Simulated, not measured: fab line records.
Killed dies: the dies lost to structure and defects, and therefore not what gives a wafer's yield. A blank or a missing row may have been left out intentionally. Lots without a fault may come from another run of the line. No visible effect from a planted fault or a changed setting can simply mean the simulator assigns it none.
Which tool is to blame?    flow nand-harc    Sampling: 24 lots, 72 wafers, 6 of 1302 route steps

== WHAT THE GAUGES SHOWED, per wafer ==
No reading from a measuring or inspecting step in the record can be judged against a usual standard deviation.

== WHICH TOOL RAN EACH LOT (tool, then ch and the chambers of the sampled wafers, then the start) ==
lot   NHARC_A_STAIRCASE_STRIP_238           NHARC_A_STAIRCASE_HM_DEP_456   NHARC_A_STAIRCASE_STRIP_274                    NHARC_A_STAIRCASE_HM_DEP_459   NHARC_A_STAIRCASE_ETCHBACK_416                 NHARC_A_STAIRCASE_STRIP_446
L075  plasma-asher-01 ch 0,1, day 15 21:35  acl-dep-02 ch 0, day 16 00:19  rie-diel-03 ch 0,1,3, day 16 07:06 or earlier  acl-dep-03 ch 0, day 16 07:06  rie-diel-03 ch 0,1,3, day 18 22:12 or earlier  plasma-asher-02 ch 0,1, day 18 22:12
L074  plasma-asher-01 ch 0,1, day 16 03:51  acl-dep-02 ch 0, day 16 06:50  rie-diel-03 ch 1,2,3, day 16 15:39 or earlier  acl-dep-03 ch 0, day 16 15:39  rie-diel-05 ch 0,2,3, day 19 12:01 or earlier  plasma-asher-02 ch 0,1, day 19 12:01
L076  plasma-asher-02 ch 0,1, day 17 06:40  acl-dep-01 ch 0, day 17 09:18  rie-diel-05 ch 2,3, day 17 15:19 or earlier    acl-dep-03 ch 0, day 17 15:19  rie-diel-03 ch 0,2,3, day 19 23:50 or earlier  plasma-asher-02 ch 0,1, day 19 23:50
L077  plasma-asher-01 ch 0,1, day 17 13:48  acl-dep-02 ch 0, day 17 16:38  rie-diel-07 ch 2,3, day 17 23:19 or earlier    acl-dep-02 ch 0, day 17 23:19  rie-diel-05 ch 0,1,2, day 20 07:25 or earlier  plasma-asher-02 ch 0, day 20 07:25
L078  plasma-asher-02 ch 0,1, day 17 21:30  acl-dep-03 ch 0, day 18 01:09  rie-diel-07 ch 0,1,3, day 18 08:42 or earlier  acl-dep-01 ch 0, day 18 08:42  rie-diel-03 ch 1,2,3, day 20 16:37 or earlier  plasma-asher-01 ch 0,1, day 20 16:37
L079  plasma-asher-01 ch 0,1, day 17 21:35  acl-dep-01 ch 0, day 18 00:59  rie-diel-07 ch 0,1,2, day 18 09:05 or earlier  acl-dep-03 ch 0, day 18 09:05  rie-diel-05 ch 0,1,2, day 20 16:17 or earlier  plasma-asher-01 ch 0, day 20 16:17
L081  plasma-asher-01 ch 0,1, day 18 21:28  acl-dep-01 ch 0, day 19 07:09  rie-diel-07 ch 0,2,3, day 19 15:44 or earlier  acl-dep-02 ch 0, day 19 15:44  rie-diel-07 ch 1,2,3, day 22 03:41 or earlier  plasma-asher-02 ch 0,1, day 22 03:41
L080  plasma-asher-01 ch 0,1, day 19 00:48  acl-dep-02 ch 0, day 19 07:35  rie-diel-05 ch 0,1,3, day 19 16:02 or earlier  acl-dep-03 ch 0, day 19 16:02  rie-diel-05 ch 2,3, day 22 04:49 or earlier    plasma-asher-02 ch 0,1, day 22 04:49
L082  plasma-asher-01 ch 0,1, day 19 05:53  acl-dep-01 ch 0, day 19 13:11  rie-diel-03 ch 1,2,3, day 19 18:55 or earlier  acl-dep-03 ch 0, day 19 18:55  rie-diel-07 ch 0,2,3, day 22 03:47 or earlier  plasma-asher-01 ch 0,1, day 22 03:47
L083  plasma-asher-01 ch 0,1, day 19 06:19  acl-dep-03 ch 0, day 19 14:13  rie-diel-05 ch 0,1,2, day 19 20:05 or earlier  acl-dep-02 ch 0, day 19 20:05  rie-diel-07 ch 0,1,3, day 22 08:10 or earlier  plasma-asher-01 ch 0,1, day 22 08:10
L084  plasma-asher-02 ch 0,1, day 20 16:34  acl-dep-03 ch 0, day 20 21:40  rie-diel-03 ch 2,3, day 21 07:39 or earlier    acl-dep-01 ch 0, day 21 07:39  rie-diel-03 ch 0,1,2, day 23 21:45 or earlier  plasma-asher-02 ch 0,1, day 23 21:45
L085  plasma-asher-02 ch 0,1, day 21 03:32  acl-dep-02 ch 0, day 21 13:08  rie-diel-07 ch 1,2,3, day 21 20:26 or earlier  acl-dep-01 ch 0, day 21 20:26  rie-diel-05 ch 0,2, day 24 08:43 or earlier    plasma-asher-02 ch 0, day 24 08:43
L086  plasma-asher-02 ch 0,1, day 21 08:37  acl-dep-03 ch 0, day 21 15:50  rie-diel-05 ch 0,1,2, day 21 21:37 or earlier  acl-dep-02 ch 0, day 21 21:37  rie-diel-05 ch 0,1,2, day 24 08:29 or earlier  plasma-asher-02 ch 0,1, day 24 08:29
L087  plasma-asher-02 ch 0,1, day 21 15:33  acl-dep-02 ch 0, day 21 19:07  rie-diel-03 ch 1,2,3, day 22 04:12 or earlier  acl-dep-01 ch 0, day 22 04:12  rie-diel-03 ch 0,2,3, day 24 08:42 or earlier  plasma-asher-01 ch 0,1, day 24 08:42
L089  plasma-asher-01 ch 0, day 21 22:43    acl-dep-03 ch 0, day 22 04:55  rie-diel-05 ch 2,3, day 22 11:07 or earlier    acl-dep-01 ch 0, day 22 11:07  rie-diel-07 ch 1,3, day 24 19:00 or earlier    plasma-asher-02 ch 0,1, day 24 19:00
L088  plasma-asher-01 ch 0,1, day 22 05:38  acl-dep-02 ch 0, day 22 08:32  rie-diel-07 ch 0,1,3, day 22 16:12 or earlier  acl-dep-02 ch 0, day 22 16:12  rie-diel-07 ch 0,1,3, day 25 06:20 or earlier  plasma-asher-02 ch 0,1, day 25 06:20
L090  plasma-asher-02 ch 1, day 22 15:40    acl-dep-03 ch 0, day 23 00:25  rie-diel-07 ch 0,2, day 23 07:22 or earlier    acl-dep-01 ch 0, day 23 07:22  rie-diel-03 ch 1,2, day 25 17:20 or earlier    plasma-asher-02 ch 0,1, day 25 17:20
L092  plasma-asher-02 ch 0,1, day 23 03:34  acl-dep-02 ch 0, day 23 07:20  rie-diel-03 ch 0,3, day 23 13:05 or earlier    acl-dep-02 ch 0, day 23 13:05  rie-diel-05 ch 1,2,3, day 25 20:02 or earlier  plasma-asher-02 ch 0,1, day 25 20:02
L091  plasma-asher-02 ch 1, day 23 05:39    acl-dep-02 ch 0, day 23 09:30  rie-diel-07 ch 1,2,3, day 23 15:40 or earlier  acl-dep-03 ch 0, day 23 15:40  rie-diel-05 ch 2,3, day 25 23:47 or earlier    plasma-asher-01 ch 0,1, day 25 23:47
L093  plasma-asher-01 ch 0,1, day 24 12:09  acl-dep-01 ch 0, day 24 15:06  rie-diel-07 ch 0,1, day 25 01:37 or earlier    acl-dep-02 ch 0, day 25 01:37  rie-diel-07 ch 0,1,2, day 27 11:11 or earlier  plasma-asher-02 ch 0,1, day 27 11:11
L095  plasma-asher-02 ch 0,1, day 24 16:55  acl-dep-03 ch 0, day 25 00:11  rie-diel-07 ch 0,1,3, day 25 07:37 or earlier  acl-dep-03 ch 0, day 25 07:37  rie-diel-05 ch 0,1,2, day 27 17:14 or earlier  plasma-asher-01 ch 0,1, day 27 17:14
L094  plasma-asher-01 ch 0,1, day 24 21:04  acl-dep-01 ch 0, day 25 03:53  rie-diel-03 ch 2,3, day 25 11:08 or earlier    acl-dep-01 ch 0, day 25 11:08  rie-diel-07 ch 0,2,3, day 27 23:11 or earlier  plasma-asher-01 ch 0,1, day 27 23:11
L097  plasma-asher-02 ch 0,1, day 25 05:11  acl-dep-02 ch 0, day 25 09:15  rie-diel-03 ch 1,3, day 25 15:57 or earlier    acl-dep-03 ch 0, day 25 15:57  rie-diel-03 ch 1,2, day 27 22:59 or earlier    plasma-asher-02 ch 0,1, day 27 22:59
L096  plasma-asher-01 ch 0,1, day 25 06:09  acl-dep-02 ch 0, day 25 10:29  rie-diel-03 ch 1,2,3, day 26 02:07 or earlier  acl-dep-03 ch 0, day 26 02:07  rie-diel-07 ch 0,1,3, day 28 11:56 or earlier  plasma-asher-02 ch 0,1, day 28 11:56
- NHARC_A_STAIRCASE_STRIP_238: strips in O2.
- NHARC_A_STAIRCASE_HM_DEP_456: deposits aC, target thk 3100 nm.
- NHARC_A_STAIRCASE_STRIP_274: strips in O2.
- NHARC_A_STAIRCASE_HM_DEP_459: deposits aC, target thk 1500 nm.
- NHARC_A_STAIRCASE_ETCHBACK_416: etches the open film in C4F8/O2/Ar, target depth 36 nm, time 7.2 s.
- NHARC_A_STAIRCASE_STRIP_446: strips in O2.

== AS READ BY THE TOOLS THEMSELVES (means over the sampled wafers that have a number; for cases with no such wafer, the mark the record gives instead) ==
NHARC_A_STAIRCASE_STRIP_238. Usual: drypump-motor-current-A 5.8 A, standard deviation 0.75; heater-power-w 364 W, standard deviation 25.
lot   tool             drypump-motor-current-A (A)  heater-power-w (W)  flag
L075  plasma-asher-01  5.7                          390                 
L074  plasma-asher-01  6.0                          387                 
L076  plasma-asher-02  5.3                          340                 
L077  plasma-asher-01  5.7                          392                 
L078  plasma-asher-02  6.0                          334                 
L079  plasma-asher-01  6.0                          381                 
L081  plasma-asher-01  6.0                          381                 
L080  plasma-asher-01  5.7                          386                 
L082  plasma-asher-01  6.0                          384                 
L083  plasma-asher-01  5.7                          386                 
L084  plasma-asher-02  5.3                          350                 
L085  plasma-asher-02  6.0                          338                 
L086  plasma-asher-02  6.0                          333                 
L087  plasma-asher-02  6.0                          339                 
L089  plasma-asher-01  5.4                          390                 
L088  plasma-asher-01  5.7                          391                 
L090  plasma-asher-02  6.6                          319                 
L092  plasma-asher-02  5.3                          350                 
L091  plasma-asher-02  6.6                          328                 
L093  plasma-asher-01  5.7                          378                 
L095  plasma-asher-02  6.0                          340                 
L094  plasma-asher-01  5.7                          377                 
L097  plasma-asher-02  5.3                          342                 
L096  plasma-asher-01  6.0                          379                 

NHARC_A_STAIRCASE_HM_DEP_456. Usual: throttle-valve-pct 35.000 %, standard deviation 0.009.
lot   tool        throttle-valve-pct (%)  flag
L075  acl-dep-02  35.000                  
L074  acl-dep-02  35.002                  
L076  acl-dep-01  34.995                  
L077  acl-dep-02  35.000                  
L078  acl-dep-03  35.002                  
L079  acl-dep-01  35.000                  
L081  acl-dep-01  35.001                  
L080  acl-dep-02  34.999                  
L082  acl-dep-01  34.995                  
L083  acl-dep-03  34.994                  
L084  acl-dep-03  35.010                  
L085  acl-dep-02  34.995                  
L086  acl-dep-03  34.999                  
L087  acl-dep-02  35.001                  
L089  acl-dep-03  34.992                  
L088  acl-dep-02  34.989                  
L090  acl-dep-03  35.000                  
L092  acl-dep-02  35.011                  
L091  acl-dep-02  35.007                  
L093  acl-dep-01  35.002                  
L095  acl-dep-03  35.001                  
L094  acl-dep-01  34.995                  
L097  acl-dep-02  35.004                  
L096  acl-dep-02  35.004                  

NHARC_A_STAIRCASE_STRIP_274. Usual: drypump-motor-current-A 5.9 A, standard deviation 0.42; o2-flow-sccm 500.1 sccm, standard deviation 1.5; oes-product-au 0.999 a.u., standard deviation 0.0096; rf-vpp-V 57.9 V, standard deviation 0.96; showerhead-plenum-p-Torr 3.60 Torr, standard deviation 0.19; throttle-valve-pct 17.037 %, standard deviation 0.0094.
lot   tool         drypump-motor-current-A (A)  o2-flow-sccm (sccm)  oes-product-au (a.u.)  rf-vpp-V (V)  showerhead-plenum-p-Torr (Torr)  throttle-valve-pct (%)  flag
L075  rie-diel-03  6.1                          500.8                0.996                  57.7          3.46                             17.042                  
L074  rie-diel-03  6.3                          500.3                1.005                  57.4          3.62                             17.030                  
L076  rie-diel-05  5.6                          501.0                1.002                  57.1          3.65                             17.042                  
L077  rie-diel-07  5.8                          499.8                0.989                  57.4          3.42                             17.027                  
L078  rie-diel-07  6.0                          501.0                1.003                  59.0          3.69                             17.042                  
L079  rie-diel-07  5.8                          499.9                0.999                  57.5          3.58                             17.035                  
L081  rie-diel-07  5.9                          498.9                0.995                  58.3          3.53                             17.039                  
L080  rie-diel-05  5.2                          501.1                0.998                  57.9          3.51                             17.036                  
L082  rie-diel-03  6.3                          499.5                1.002                  56.9          3.61                             17.040                  
L083  rie-diel-05  5.5                          500.0                0.986                  57.6          3.58                             17.034                  
L084  rie-diel-03  6.5                          498.8                1.002                  57.7          3.76                             17.047                  
L085  rie-diel-07  5.9                          500.7                0.994                  58.5          3.56                             17.041                  
L086  rie-diel-05  5.5                          499.9                0.994                  57.7          3.57                             17.043                  
L087  rie-diel-03  6.2                          500.8                1.007                  58.2          3.77                             17.039                  
L089  rie-diel-05  5.9                          500.1                0.982                  58.7          3.69                             17.043                  
L088  rie-diel-07  6.0                          499.8                1.003                  58.6          3.67                             17.028                  
L090  rie-diel-07  5.8                          500.2                0.999                  57.7          3.41                             17.038                  
L092  rie-diel-03  6.0                          499.9                1.005                  57.8          3.45                             17.033                  
L091  rie-diel-07  5.9                          499.3                0.996                  57.8          3.55                             17.040                  
L093  rie-diel-07  5.9                          500.4                0.999                  57.6          3.67                             17.030                  
L095  rie-diel-07  6.0                          500.3                0.993                  57.8          3.66                             17.041                  
L094  rie-diel-03  6.4                          500.7                1.007                  58.2          3.74                             17.036                  
L097  rie-diel-03  6.3                          497.3                0.997                  59.1          3.78                             17.042                  
L096  rie-diel-03  6.3                          499.4                1.000                  57.7          3.75                             17.027                  

NHARC_A_STAIRCASE_HM_DEP_459. Usual: throttle-valve-pct 35.002 %, standard deviation 0.0092.
lot   tool        throttle-valve-pct (%)  flag
L075  acl-dep-03  34.997                  
L074  acl-dep-03  35.007                  
L076  acl-dep-03  35.000                  
L077  acl-dep-02  35.005                  
L078  acl-dep-01  35.011                  
L079  acl-dep-03  35.008                  
L081  acl-dep-02  35.010                  
L080  acl-dep-03  34.993                  
L082  acl-dep-03  35.003                  
L083  acl-dep-02  35.003                  
L084  acl-dep-01  35.000                  
L085  acl-dep-01  35.002                  
L086  acl-dep-02  35.000                  
L087  acl-dep-01  35.008                  
L089  acl-dep-01  34.995                  
L088  acl-dep-02  35.006                  
L090  acl-dep-01  34.999                  
L092  acl-dep-02  35.014                  
L091  acl-dep-03  35.003                  
L093  acl-dep-02  34.999                  
L095  acl-dep-03  35.000                  
L094  acl-dep-01  35.001                  
L097  acl-dep-03  35.008                  
L096  acl-dep-03  35.002                  

NHARC_A_STAIRCASE_ETCHBACK_416. Usual: oes-product-au 0.930 a.u., standard deviation 0.022; rf-vpp-V 725 V, standard deviation 5.2.
lot   tool         oes-product-au (a.u.)  rf-vpp-V (V)  flag
L075  rie-diel-03  0.917                  722           
L074  rie-diel-05  0.923                  727           
L076  rie-diel-03  0.925                  726           
L077  rie-diel-05  0.913                  725           
L078  rie-diel-03  0.924                  726           
L079  rie-diel-05  0.991                  725           
L081  rie-diel-07  0.921                  725           
L080  rie-diel-05  0.919                  727           
L082  rie-diel-07  0.923                  723           
L083  rie-diel-07  0.922                  728           
L084  rie-diel-03  0.932                  725           
L085  rie-diel-05  0.925                  727           
L086  rie-diel-05  0.927                  724           
L087  rie-diel-03  0.932                  725           
L089  rie-diel-07  0.927                  727           
L088  rie-diel-07  0.924                  727           
L090  rie-diel-03  0.931                  731           
L092  rie-diel-05  0.922                  724           
L091  rie-diel-05  0.924                  725           
L093  rie-diel-07  0.928                  724           
L095  rie-diel-05  0.995                  724           
L094  rie-diel-07  0.929                  722           
L097  rie-diel-03  0.929                  731           
L096  rie-diel-07  0.920                  727           

NHARC_A_STAIRCASE_STRIP_446. Usual: drypump-motor-current-A 5.7 A, standard deviation 0.84; heater-power-w 354 W, standard deviation 24.
lot   tool             drypump-motor-current-A (A)  heater-power-w (W)  flag
L075  plasma-asher-02  5.3                          340                 
L074  plasma-asher-02  6.0                          334                 
L076  plasma-asher-02  5.3                          340                 
L077  plasma-asher-02  4.7                          358                 
L078  plasma-asher-01  5.7                          388                 
L079  plasma-asher-01  5.4                          389                 
L081  plasma-asher-02  6.0                          338                 
L080  plasma-asher-02  5.3                          346                 
L082  plasma-asher-01  6.0                          383                 
L083  plasma-asher-01  5.7                          383                 
L084  plasma-asher-02  6.0                          338                 
L085  plasma-asher-02  4.7                          361                 
L086  plasma-asher-02  5.3                          349                 
L087  plasma-asher-01  5.7                          373                 
L089  plasma-asher-02  5.3                          346                 
L088  plasma-asher-02  6.0                          339                 
L090  plasma-asher-02  6.0                          333                 
L092  plasma-asher-02  6.0                          335                 
L091  plasma-asher-01  5.7                          379                 
L093  plasma-asher-02  6.0                          331                 
L095  plasma-asher-01  5.7                          377                 
L094  plasma-asher-01  6.0                          376                 
L097  plasma-asher-02  6.0                          330                 
L096  plasma-asher-02  6.0                          332                 

== THE ANSWER, worked out from the rows above alone ==
Rule: take the mean of a lot's wafers that have a number; if it is more than 3 standard deviations from the usual mean, the lot is off. A lot without any number at a reading at which 4 lots or more have one is off too. The other lots that the step has rows for count as sound. The gauges are gone through in route order, then the tools' own readings, and for those a lot's mean is taken as printed above. At the first step where some lot is off, the reading lying furthest off is the one used; lots without a number count as furthest.
None of the lots is off at any reading shown; this tells nothing.

== WHAT THE SIMULATOR HAD PUT IN ==
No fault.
